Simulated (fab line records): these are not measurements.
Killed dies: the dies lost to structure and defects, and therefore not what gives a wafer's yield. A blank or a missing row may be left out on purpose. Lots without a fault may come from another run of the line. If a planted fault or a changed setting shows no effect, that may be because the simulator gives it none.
Which tool is to blame? / flow n5-finfet / Sampling: 9 lots, 27 wafers, 4 of 1938 route steps

WHAT THE GAUGES SHOWED, per wafer
N5_SD_EPI_P_INSPECT_26: inspects for defects (darkfield).
lot=L932; measured=day 3 16:04; on=defect-inspect-01; raw-defect-count=143 143 108
lot=L935; measured=day 4 09:04; on=defect-inspect-01; raw-defect-count=175 146 160
lot=L940; measured=day 5 13:39; on=defect-inspect-01; raw-defect-count=148 124 135
lot=L941; measured=day 5 20:15; on=defect-inspect-01; raw-defect-count=443 157 199
lot=L944; measured=day 6 16:24; on=defect-inspect-01; raw-defect-count=443 150 148
lot=L950; measured=day 8 02:59; on=defect-inspect-01; raw-defect-count=203 149 186
lot=L952; measured=day 8 13:49; on=defect-inspect-01; raw-defect-count=123 149 139
lot=L953; measured=day 9 01:23; on=defect-inspect-02; raw-defect-count=167 183 141
lot=L954; measured=day 9 04:37; on=defect-inspect-01; raw-defect-count=188 153 190

EACH LOT AND THE TOOL THAT RAN IT (in order: tool; ch and the chambers of the sampled wafers; start)
lot=L932; N5_SD_EPI_P_ETCH_37=rie-diel-05 ch 0,2, day 3 12:25; N5_SD_EPI_P_ETCH_16=rie-diel-05 ch 0,2, day 3 12:56; N5_SD_EPI_P_PRECLEAN_24=wet-bench-06 ch 1,4,7, day 3 15:59
lot=L935; N5_SD_EPI_P_ETCH_37=rie-diel-06 ch 0,2,3, day 4 04:35; N5_SD_EPI_P_ETCH_16=rie-diel-06 ch 0,2,3, day 4 05:06; N5_SD_EPI_P_PRECLEAN_24=wet-bench-06 ch 3,4,6, day 4 08:59
lot=L940; N5_SD_EPI_P_ETCH_37=rie-diel-03 ch 1,3, day 5 10:01; N5_SD_EPI_P_ETCH_16=rie-diel-03 ch 1,3, day 5 10:32; N5_SD_EPI_P_PRECLEAN_24=wet-bench-05 ch 1,2,4, day 5 13:35
lot=L941; N5_SD_EPI_P_ETCH_37=rie-diel-06 ch 0,2, day 5 16:37; N5_SD_EPI_P_ETCH_16=rie-diel-06 ch 0,2, day 5 17:09; N5_SD_EPI_P_PRECLEAN_24=wet-bench-06 ch 2,3,4, day 5 20:11
lot=L944; N5_SD_EPI_P_ETCH_37=rie-diel-05 ch 0,1,3, day 6 12:46; N5_SD_EPI_P_ETCH_16=rie-diel-05 ch 0,1,3, day 6 13:17; N5_SD_EPI_P_PRECLEAN_24=wet-bench-06 ch 2,3,5, day 6 16:20
lot=L950; N5_SD_EPI_P_ETCH_37=rie-diel-03 ch 1,2,3, day 7 23:04; N5_SD_EPI_P_ETCH_16=rie-diel-03 ch 1,2,3, day 7 23:36; N5_SD_EPI_P_PRECLEAN_24=wet-bench-05 ch 0,2,6, day 8 02:55
lot=L952; N5_SD_EPI_P_ETCH_37=rie-diel-03 ch 1,3, day 8 10:12; N5_SD_EPI_P_ETCH_16=rie-diel-03 ch 1,3, day 8 10:43; N5_SD_EPI_P_PRECLEAN_24=wet-bench-05 ch 2,6,7, day 8 13:46
lot=L953; N5_SD_EPI_P_ETCH_37=rie-diel-03 ch 0,2, day 8 21:45; N5_SD_EPI_P_ETCH_16=rie-diel-03 ch 0,2, day 8 22:16; N5_SD_EPI_P_PRECLEAN_24=wet-bench-06 ch 0,3,5, day 9 01:19
lot=L954; N5_SD_EPI_P_ETCH_37=rie-diel-03 ch 1,2,3, day 9 00:59; N5_SD_EPI_P_ETCH_16=rie-diel-03 ch 1,2,3, day 9 01:31; N5_SD_EPI_P_PRECLEAN_24=wet-bench-04 ch 0,1,3, day 9 04:33
- N5_SD_EPI_P_ETCH_37: etches SOC in N2/H2, overetch 108 nm, time 486 s.
- N5_SD_EPI_P_ETCH_16: etches SiO2 in CHF3/O2, target depth 5 nm.
- N5_SD_EPI_P_PRECLEAN_24: cleans in O3/DIW, time 45 s.

THE ANSWER, worked out from the rows above alone
Rule: the lots themselves supply what counts as usual. The widest of any qualifying gaps counts: lots, ordered by their means at a reading, are off when they make up no more than a third of the lots, leave a main group of 4 or more, and stand apart from it by 3 or more times the standard deviation of that group's means. A main group is skipped when, at the precision printed for the reading in the tables above, its means are all equal. Also off: a lot with no number at a reading for which 4 or more lots have one. Any other lot the step has rows for is counted as sound.
Off: L941, L944, at N5_SD_EPI_P_INSPECT_26 (raw-defect-count). For the main group the mean is 155 and the standard deviation 19.
If a tool, at a process step before that reading, ran all the lots that are off and no sound lot after the first of them, it fits. Those tools and the gauges at N5_SD_EPI_P_INSPECT_26 are tried in the same way. Not one of the candidates tried fits.

WHAT THE SIMULATOR PUT IN
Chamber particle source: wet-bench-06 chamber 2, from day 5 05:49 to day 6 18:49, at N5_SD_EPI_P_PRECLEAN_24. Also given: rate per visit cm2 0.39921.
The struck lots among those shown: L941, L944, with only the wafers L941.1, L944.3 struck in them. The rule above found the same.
